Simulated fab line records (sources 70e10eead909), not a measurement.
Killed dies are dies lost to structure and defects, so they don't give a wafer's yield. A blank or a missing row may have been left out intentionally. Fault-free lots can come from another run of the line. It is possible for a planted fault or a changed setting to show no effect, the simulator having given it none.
fab line records ; flow nand_harc
record: lots: 7; wafers: 21; last_day: 33
route steps=1302 shown A_CHANNEL_FILL_D2@620 END@1302
lots that met no fault: from a run of the same line without faults
start_h: hours from the record's first day to the start of the lot's first wafer shown ; wait_h: how many hours have passed since the lot's step before this one ; " as in the row above ; L1.1+2: one row covering several wafers at once ; - no value, or no start given ; * or withheld: withheld ; < > ~ a bound
route shown NAME@n: NAME is a module with steps in the file, n the number in the route of the first one ; usual: the fault-free wafers' mean and standard deviation ; same: alike in all rows ; chamber/n: place in a boat ; sites: per-site readings ; _std_site: standard deviation of those values ; _edge_site: outer sites' mean less inner sites' ; radius_mm: for every site, how far away it sits from the centre of the wafer ; mask NAME#n: copy n ; behind: the tool/chamber that last shaped the wafer ; hold: why the lot went on hold/how many hours it stayed there/how the hold came to an end ; device: transistor that didn't switch, given as n, p or np ; end of line: the same wafers' tests at the end of the route ; where a step has no rows: the recipe by itself ; killed: not the wafer's yield, but the dies lost to structure and defects at the first sort ; map: per-die view of a wafer (x killed, . not killed, _ where there is no die)
set.NAME: setting as actually run; set.NAME@STEP: the setting as run at that earlier step ; model.NAME: the simulator's own value behind a step, which no gauge read
lots at selected steps of the route; one table per step, one row per wafer
services: from which hour (start_h, from the record's first day; less than 0 if before it) a tool's chamber was out of use, for how many hours, and why
== steps ==
step: NHARC_A_CHANNEL_FILL_D2_ETCHBACK_20
recipe: target_depth_a: 270; time_s: 13.5; c4f8_flow_sccm: withheld; o2_flow_sccm: 8; ar_flow_sccm: withheld; rf_w: 600; bias_w: 1500; chemistry: C4F8/O2/Ar
usual: chamber_pressure_mTorr: 24.999/0.022; oes_product_au: 0.989/0.02; rf_vpp_V: 976/5.6
lot.wafer;tool;chamber;start_h;wait_h;chamber_pressure_mTorr;oes_product_au;rf_hours_counter_h;rf_vpp_V
L484.3;rie_diel-11;1;317.33;-;24.925;0.959;1;971
L484.2;rie_diel-11;2;317.33;-;25.014;0.984;1;977
L484.4;rie_diel-11;3;317.33;-;24.983;0.975;1;976
L488.3;rie_diel-11;3;358.75;-;25.030;0.998;2;974
L488.5;rie_diel-11;3;358.75;-;24.981;0.999;-;975
L488.4;rie_diel-11;1;358.75;-;25.009;0.992;-;970
L492.2;rie_diel-10;3;418.25;-;25.002;0.996;23;977
L492.4;rie_diel-10;0;418.25;-;25.023;0.992;21;981
L492.1;rie_diel-10;1;418.25;-;24.990;1.006;22;982
L493.1;rie_diel-09;1;422.54;-;25.003;0.991;3;972
L493.6;rie_diel-09;1;422.54;-;25.007;0.987;-;971
L493.5;rie_diel-09;2;422.54;-;25.021;1.004;-;970
L496.3;rie_diel-09;2;450.20;-;24.975;0.993;3;972
L496.1;rie_diel-09;3;450.20;-;24.969;0.994;4;972
L496.2;rie_diel-09;1;450.20;-;24.977;1.001;4;971
L503.1;rie_diel-09;2;523.32;-;25.010;1.003;0;972
L503.2;rie_diel-09;3;523.32;-;25.010;0.986;0;972
L503.6;rie_diel-09;2;523.32;-;24.972;1.009;-;971
L507.2;rie_diel-09;1;549.04;-;25.004;1.000;1;969
L507.1;rie_diel-09;3;549.04;-;25.005;0.993;1;973
L507.6;rie_diel-09;2;549.04;-;24.992;1.014;-;972
step: NHARC_A_CHANNEL_FILL_D2_STRIP_28
recipe: time_s: 20; o2_flow_sccm: 500; ar_flow_sccm: 0; bias_w: 0; chemistry: O2
usual: chamber_pressure_mTorr: 60.01/0.055; drypump_motor_current_A: 5.7/0.51; oes_product_au: 0.997/0.0093; rf_vpp_V: 57.6/0.81; showerhead_plenum_p_Torr: 3.47/0.14; throttle_valve_pct: 17.036/0.009
lot.wafer;tool;chamber;start_h;wait_h;chamber_pressure_mTorr;drypump_motor_current_A;oes_product_au;rf_hours_counter_h;rf_vpp_V;showerhead_plenum_p_Torr;throttle_valve_pct
L484.4;rie_diel-11;2;317.42;0.1;60.01;5.1;1.006;1;57.3;3.51;17.037
L484.2;rie_diel-11;0;317.42;0.1;60.06;5.7;1.013;1;58.4;3.43;17.042
L484.3;rie_diel-11;1;317.42;0.1;60.06;5.8;0.993;1;58.3;3.33;17.043
L488.3;rie_diel-11;1;358.87;0.1;59.84;5.9;0.989;2;57.7;3.33;17.049
L488.4;rie_diel-11;1;358.87;0.1;60.07;5.9;0.985;-;58.0;3.33;17.041
L488.5;rie_diel-11;3;358.87;0.1;59.94;5.2;0.991;-;58.1;3.44;17.025
L492.1;rie_diel-10;2;418.33;0.1;59.94;5.8;0.998;24;57.9;3.74;17.024
L492.2;rie_diel-10;3;418.33;0.1;60.00;6.5;0.989;23;58.2;3.49;17.036
L492.4;rie_diel-10;0;418.33;0.1;59.95;5.3;0.990;22;57.3;3.57;17.027
L493.1;rie_diel-09;2;422.64;0.1;60.11;4.9;1.002;2;56.5;3.36;17.044
L493.5;rie_diel-09;3;422.64;0.1;60.00;5.9;1.007;-;57.3;3.39;17.024
L493.6;rie_diel-09;0;422.64;0.1;59.98;6.3;0.989;-;58.5;3.73;17.027
L496.3;rie_diel-09;1;450.29;0.1;59.98;5.6;0.998;4;57.1;3.33;17.035
L496.2;rie_diel-09;3;450.29;0.1;60.03;5.9;1.007;4;57.6;3.38;17.042
L496.1;rie_diel-09;0;450.29;0.1;59.98;6.3;0.990;4;58.0;3.73;17.023
L503.2;rie_diel-09;2;523.40;0.1;60.11;4.9;1.003;0;58.2;3.36;17.037
L503.1;rie_diel-09;3;523.40;0.1;60.02;5.9;0.993;0;58.2;3.38;17.049
L503.6;rie_diel-09;2;523.40;0.1;59.91;4.9;1.015;-;56.4;3.36;17.058
L507.1;rie_diel-09;1;549.13;0.1;59.97;5.6;0.994;1;57.0;3.33;17.028
L507.2;rie_diel-09;3;549.13;0.1;60.07;5.8;1.006;1;57.2;3.38;17.043
L507.6;rie_diel-09;2;549.13;0.1;59.96;4.9;1.026;-;57.2;3.36;17.024
step: NHARC_A_CHANNEL_FILL_D2_PRECLEAN_21
recipe: time_s: 30; chemistry: dHF
step: NHARC_A_CHANNEL_FILL_D2_SRD_23
step: NHARC_A_CHANNEL_FILL_D2_CVD_05
recipe: target_thk_a: 50; temp_c: 550; material: poly-Si
step: NHARC_A_CHANNEL_FILL_D2_ANNEAL_22
recipe: temp_c: 620; time_s: 7200
step: NHARC_A_CHANNEL_FILL_D2_ALD_25
recipe: target_thk_a: 600; pulse_time_s: 10; ald_cycles: 600; temp_c: 300; material: SiOx
usual: heater_power_w: 491/47; precursor_pulse_height_rel: 1.001/0.019; susceptor_temp_C: 300.02/0.2
lot.wafer;tool;chamber;start_h;wait_h;heater_power_w;precursor_pulse_height_rel;since_wet_clean_h;susceptor_temp_C
L484.4;ald_hk-03;3;329.09;0.0;533;0.998;105;299.86
L484.3;ald_hk-03;0;329.09;0.0;534;1.001;105;300.17
L484.2;ald_hk-03;2;330.93;1.9;476;0.983;106;300.10
L488.4;ald_hk-02;0;370.16;0.0;511;0.993;13;300.40
L488.3;ald_hk-02;2;371.39;1.3;415;0.988;15;299.96
L488.5;ald_hk-02;0;372.61;2.5;537;0.996;-;300.34
L492.2;ald_hk-02;3;430.28;0.1;433;0.997;73;300.09
L492.4;ald_hk-02;1;431.52;1.3;430;1.032;75;300.26
L492.1;ald_hk-02;2;431.52;1.3;425;1.006;75;300.17
L493.1;ald_hk-03;1;434.68;0.1;476;0.996;30;299.94
L493.5;ald_hk-03;1;437.14;2.5;458;1.029;-;300.09
L493.6;ald_hk-03;2;437.14;2.5;454;1.015;-;299.86
L496.3;ald_hk-04;0;462.62;0.1;495;1.002;15;300.03
L496.2;ald_hk-04;1;462.62;0.1;489;0.993;15;299.68
L496.1;ald_hk-04;3;464.47;1.9;549;0.971;17;299.91
L503.1;ald_hk-04;0;535.77;0.7;491;1.002;88;299.72
L503.2;ald_hk-04;2;537.01;1.9;524;1.026;89;299.47
L503.6;ald_hk-04;3;537.01;1.9;544;0.977;-;300.11
L507.2;ald_hk-03;1;561.66;1.3;460;0.994;157;300.23
L507.1;ald_hk-03;2;561.66;1.3;458;1.015;157;300.04
L507.6;ald_hk-03;3;561.66;1.3;570;1.004;-;299.76
step: NHARC_A_CHANNEL_FILL_D2_ETCHBACK_08
recipe: target_depth_a: 2200; time_s: 110; c4f8_flow_sccm: 20; ar_flow_sccm: withheld; rf_w: 600; bias_w: 300; chemistry: C4F8
usual: chamber_pressure_mTorr: 24.999/0.024; oes_product_au: 0.96/0.037; rf_vpp_V: 439.9/2.6
lot.wafer;tool;chamber;start_h;wait_h;chamber_pressure_mTorr;oes_product_au;rf_hours_counter_h;rf_vpp_V
L484.3;rie_diel-11;1;-;-;24.954;0.92;1;437.4
L484.4;rie_diel-11;3;-;-;25.016;0.93;2;437.8
L484.2;rie_diel-11;0;-;-;25.025;0.94;2;439.6
L488.3;rie_diel-09;3;-;-;24.981;1.00;2;438.1
L488.4;rie_diel-09;2;-;-;25.018;1.01;1;437.4
L488.5;rie_diel-09;3;-;-;25.003;0.99;-;439.4
L492.2;rie_diel-09;3;-;-;25.014;1.00;4;439.2
L492.1;rie_diel-09;0;-;-;25.037;0.99;4;445.5
L492.4;rie_diel-09;1;-;-;24.976;0.98;4;437.2
L493.1;rie_diel-10;0;-;-;25.002;0.99;3;440.9
L493.6;rie_diel-10;3;-;-;25.005;1.02;-;438.8
L493.5;rie_diel-10;2;-;-;25.017;0.99;-;445.1
L496.1;rie_diel-11;2;-;-;25.023;0.93;1;442.2
L496.2;rie_diel-11;3;-;-;25.014;0.92;1;439.9
L496.3;rie_diel-11;0;-;-;25.016;0.92;1;438.9
L503.2;rie_diel-09;2;-;-;25.031;0.93;1;437.3
L503.1;rie_diel-09;3;-;-;25.026;0.91;1;439.1
L503.6;rie_diel-09;0;-;-;25.005;0.91;-;444.1
L507.2;rie_diel-11;3;-;-;25.008;0.92;4;438.3
L507.1;rie_diel-11;0;-;-;24.955;0.92;4;440.2
L507.6;rie_diel-11;2;-;-;24.955;0.93;-;440.2
step: NHARC_A_CHANNEL_FILL_D2_STRIP_29
recipe: time_s: 20; o2_flow_sccm: 500; ar_flow_sccm: 0; bias_w: 0; chemistry: O2
usual: chamber_pressure_mTorr: 59.99/0.083; drypump_motor_current_A: 5.6/0.48; oes_product_au: 0.999/0.0091; rf_vpp_V: 57.7/0.86; showerhead_plenum_p_Torr: 3.46/0.13; throttle_valve_pct: 17.036/0.0093
lot.wafer;tool;chamber;start_h;wait_h;chamber_pressure_mTorr;drypump_motor_current_A;oes_product_au;rf_hours_counter_h;rf_vpp_V;showerhead_plenum_p_Torr;throttle_valve_pct
L484.2;rie_diel-11;2;-;-;60.08;5.1;1.005;1;58.1;3.51;17.023
L484.3;rie_diel-11;3;-;-;60.00;5.2;0.996;2;58.2;3.44;17.034
L484.4;rie_diel-11;1;-;-;59.95;5.9;0.985;1;57.2;3.33;17.045
L488.3;rie_diel-09;2;-;-;60.04;4.9;1.001;1;56.8;3.37;17.043
L488.4;rie_diel-09;1;-;-;59.95;5.6;0.992;1;57.9;3.34;17.031
L488.5;rie_diel-09;2;-;-;60.04;4.9;1.004;-;57.5;3.37;17.031
L492.1;rie_diel-09;0;-;-;59.94;6.3;0.985;4;59.4;3.73;17.017
L492.2;rie_diel-09;1;-;-;60.01;5.6;0.991;4;56.4;3.33;17.028
L492.4;rie_diel-09;2;-;-;60.00;4.9;1.000;3;58.0;3.36;17.054
L493.1;rie_diel-10;3;440.40;0.1;60.02;6.6;1.015;2;57.3;3.49;17.036
L493.5;rie_diel-10;0;440.40;0.1;59.98;5.3;0.979;-;57.4;3.56;17.040
L493.6;rie_diel-10;2;440.40;0.1;59.93;5.8;0.988;-;58.8;3.74;17.051
L496.2;rie_diel-11;1;-;-;60.05;5.9;1.002;1;57.1;3.33;17.041
L496.3;rie_diel-11;3;-;-;60.05;5.2;1.001;1;57.8;3.44;17.032
L496.1;rie_diel-11;0;-;-;59.98;5.7;1.000;1;56.3;3.43;17.039
L503.2;rie_diel-09;1;-;-;60.06;5.6;1.005;1;58.1;3.33;17.037
L503.1;rie_diel-09;3;-;-;60.01;5.8;0.997;1;57.3;3.38;17.034
L503.6;rie_diel-09;2;-;-;59.92;4.9;1.023;-;55.3;3.36;17.047
L507.1;rie_diel-11;3;-;-;59.94;5.2;0.993;4;57.7;3.44;17.043
L507.2;rie_diel-11;0;-;-;60.00;5.7;1.002;4;56.9;3.43;17.033
L507.6;rie_diel-11;1;-;-;60.00;5.9;0.994;-;56.9;3.33;17.040
step: NHARC_A_CHANNEL_FILL_D2_PRECLEAN_30
recipe: time_s: 30; chemistry: dHF
step: NHARC_A_CHANNEL_FILL_D2_SRD_31
step: NHARC_A_CHANNEL_FILL_D2_CVD_09
recipe: target_thk_a: 1500; temp_c: 620; pressure_mtorr: 200; time_s: 3000; material: poly-Si
usual: spike_tc_bottom_C: 639/4.5; spike_tc_centre_C: 621.4/1.6; spike_tc_lower_C: 620.4/1.5; spike_tc_top_C: 639/3.3; spike_tc_upper_C: 618.5/1.1; tube_center_temp_C: 620.01/0.054; zone_power_lower_pct: 8.66/0.28
lot.wafer;tool;chamber;start_h;wait_h;spike_tc_bottom_C;spike_tc_centre_C;spike_tc_lower_C;spike_tc_top_C;spike_tc_upper_C;tube_center_temp_C;zone_power_lower_pct
L484.2;lpcvd_poly-03;0;337.20;2.3;634;620.1;618.9;636;619.2;619.89;8.34
L484.3;lpcvd_poly-03;0;337.20;2.3;633;618.2;620.0;636;618.3;620.04;8.39
L484.4;lpcvd_poly-03;0;337.20;2.3;633;621.6;622.5;636;618.9;619.96;8.40
L488.3;lpcvd_poly-04;0;378.24;2.3;642;623.4;621.4;639;617.7;619.97;8.90
L488.4;lpcvd_poly-04;0;378.24;2.3;645;622.8;622.6;639;618.3;619.96;8.93
L488.5;lpcvd_poly-04;0;378.24;2.3;644;622.3;622.3;640;618.9;619.98;8.81
L492.1;lpcvd_poly-04;0;438.38;2.3;601;579.6;576.9;596;576.0;576.89;7.93
L492.2;lpcvd_poly-04;0;438.38;2.3;600;580.9;578.0;598;576.6;576.93;7.91
L492.4;lpcvd_poly-04;0;438.38;2.3;602;578.7;577.8;598;576.0;576.83;7.79
L493.1;lpcvd_poly-04;0;442.80;2.3;600;578.6;577.0;597;575.8;576.82;7.86
L493.5;lpcvd_poly-04;0;442.80;2.3;601;580.4;578.0;597;575.6;576.82;7.93
L493.6;lpcvd_poly-04;0;442.80;2.3;600;581.1;579.6;599;574.9;576.73;8.01
L496.1;lpcvd_poly-04;0;470.72;2.3;600;580.3;574.9;597;575.2;576.82;7.93
L496.2;lpcvd_poly-04;0;470.72;2.3;600;579.3;579.3;597;575.5;576.84;7.87
L496.3;lpcvd_poly-04;0;470.72;2.3;598;579.8;578.0;596;576.5;576.91;8.02
L503.1;lpcvd_poly-03;0;543.34;2.4;633;619.8;620.6;637;618.4;620.01;8.45
L503.2;lpcvd_poly-03;0;543.34;2.4;635;621.2;620.3;635;621.1;619.96;8.33
L503.6;lpcvd_poly-03;0;543.34;2.4;633;619.9;619.1;636;620.0;620.12;8.49
L507.1;lpcvd_poly-03;0;568.59;2.3;634;622.5;620.1;635;619.2;620;8.28
L507.2;lpcvd_poly-03;0;568.59;2.3;635;621.2;619.1;636;620.2;620.04;8.28
L507.6;lpcvd_poly-03;0;568.59;2.3;633;618.5;620.6;635;619.3;620.01;8.34
step: NHARC_A_CHANNEL_FILL_D2_CMP_10
recipe: target_thk_nm: 150
usual: motor_current_A: 11.8/0.82; time_to_endpoint_s: 15.0/2.5
lot.wafer;tool;chamber;start_h;wait_h;motor_current_A;time_to_endpoint_s
L484.2;cmp-03;0;340.39;0.4;11.8;15.4
L484.3;cmp-03;1;340.39;0.4;12.3;14.0
L484.4;cmp-03;2;340.39;0.4;12.3;16.9
L488.4;cmp-04;0;381.43;0.4;11.3;14.1
L488.3;cmp-04;3;381.43;0.4;11.9;14.1
L488.5;cmp-04;0;381.43;0.4;11.9;15.3
L492.4;cmp-04;2;441.52;0.4;11.3;2.0
L492.1;cmp-04;0;441.52;0.4;11.4;8.2
L492.2;cmp-04;1;441.52;0.4;11.7;7.1
L493.1;cmp-02;1;446.07;0.4;9.7;4.4
L493.6;cmp-02;2;446.07;0.4;11.6;8.2
L493.5;cmp-02;3;446.07;0.4;12.0;2.3
L496.3;cmp-03;2;473.95;0.4;12.1;6.2
L496.2;cmp-03;3;473.95;0.4;11.8;5.5
L496.1;cmp-03;0;473.95;0.4;11.1;7.7
L503.1;cmp-04;3;546.52;0.4;11.7;17.9
L503.2;cmp-04;2;546.52;0.4;11.5;15.4
L503.6;cmp-04;0;546.52;0.4;11.7;16.3
L507.2;cmp-03;1;571.83;0.4;12.9;18.6
L507.1;cmp-03;2;571.83;0.4;12.2;12.2
L507.6;cmp-03;0;571.83;0.4;11.0;16.9
step: NHARC_END_SORT_01
recipe: temp_c: 25
usual: killed_at_array: 52/18; killed_at_other: 1.2/1.5; killed_at_periphery: 4/3.2; killed_dies: 57/17; killed_open: 3.1/1.9; killed_short: 2.5/1.7
same: gross_dies: 677
lot.wafer;tool;chamber;start_h;wait_h;killed_at_array;killed_at_other;killed_at_periphery;killed_dies;killed_open;killed_short
L488.3;prober-01;0;587.87;3.1;63;1;3;67;4;3
L488.4;prober-01;0;588.66;3.4;60;2;6;68;5;1
L488.5;prober-01;0;589.45;3.7;82;3;6;91;8;4
killed by level:class
L488.3 A_SLIT:chamber_film_flake=24 A_CHANNEL_HOLE_D1:chamber_film_flake=19 A_CHANNEL_HOLE_D2:chamber_film_flake=8 A_CHANNEL_FILL_D1:chamber_film_flake=3 A_WL_FILL:geometric_particle:short=2 A_STAIRCASE:chamber_film_flake=2 P_M1:geometric_particle:open=1 P_M2:geometric_particle:open=1
L488.4 A_CHANNEL_HOLE_D1:chamber_film_flake=29 A_SLIT:chamber_film_flake=16 A_CHANNEL_HOLE_D2:chamber_film_flake=8 A_M0:geometric_particle:open=2 P_ZERO_WELL:chamber_film_flake=2 P_M0:chamber_film_flake=2 THIN_TSV:chamber_film_flake=2 P_CONTACT:geometric_particle:open=1
L488.5 A_CHANNEL_HOLE_D1:chamber_film_flake=32 A_SLIT:chamber_film_flake=27 A_CHANNEL_HOLE_D2:chamber_film_flake=10 P_CONTACT:geometric_particle:open=2 P_M0:geometric_particle:open=2 A_DECK1_JOINT:geometric_particle:open=2 P_ZERO_WELL:chamber_film_flake=2 A_CONTACT:chamber_film_flake=2
== services ==
tool;chamber;start_h;hours;kind
lpcvd_poly-03;-;296.19;16.4;repair
cmp-04;-;307.60;4.0;pm
rie_diel-09;-;320.10;9.0;pm
rie_diel-10;3;320.90;4.5;repair
rie_diel-11;-;337.29;4.5;repair
rie_diel-11;2;348.45;10.5;repair
rie_diel-09;2;352.63;8.0;repair
rie_diel-09;3;354.28;1.4;repair
rie_diel-09;2;393.59;6.0;repair
rie_diel-10;0;395.85;1.4;repair
rie_diel-10;-;419.50;9.0;pm
rie_diel-09;-;421.01;0.2;repair
rie_diel-11;-;432.50;9.0;pm
rie_diel-09;0;438.40;1.5;repair
rie_diel-10;1;438.41;4.6;repair
rie_diel-10;2;450.94;11.7;repair
rie_diel-11;2;460.61;2.7;repair
rie_diel-11;0;463.13;1.7;repair
rie_diel-10;1;471.98;14.2;repair
rie_diel-10;3;473.26;5.6;repair
rie_diel-09;-;497.10;9.0;pm
rie_diel-11;2;503.62;22.6;repair
rie_diel-10;0;565.13;10.6;repair
rie_diel-10;1;570.87;4.5;repair
== key ==
first_sign: step: NHARC_A_CHANNEL_FILL_D2_CVD_09; reading: tube_center_temp_C; direction: down; sigmas: 99+; usual: *; struck: *
effect: step: NHARC_A_CHANNEL_FILL_D2_CVD_09; reading: spike_tc_upper_C; direction: down; sigmas: 41; usual: 618.5; struck: 575.8
effect: step: NHARC_A_CHANNEL_FILL_D2_CMP_10; reading: time_to_endpoint_s; direction: down; sigmas: 3.7; usual: *; struck: *
met_at NHARC_A_CHANNEL_FILL_D2_CVD_09
struck_wafers L492.1,L492.2,L492.4,L493.1,L493.5,L493.6,L496.1,L496.2,L496.3
tester_left_out L492,L493,L496
fault: kind: process_parameter_drift; tool: lpcvd_poly-04; chamber: -; onset_h: 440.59; steps: NHARC_A_CHANNEL_FILL_D2_CVD_09; channel: temp_c; offset: *; shape: step; end_h: 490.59; acts_in: *; stated: *
tester_left_out: of these lots the tester's yield and bins aren't shown, on N5 and GAA mostly nor the transistor test; their killed dies are dies lost to structure and defects alone, not to doping, threshold or leakage, so they don't give the yield
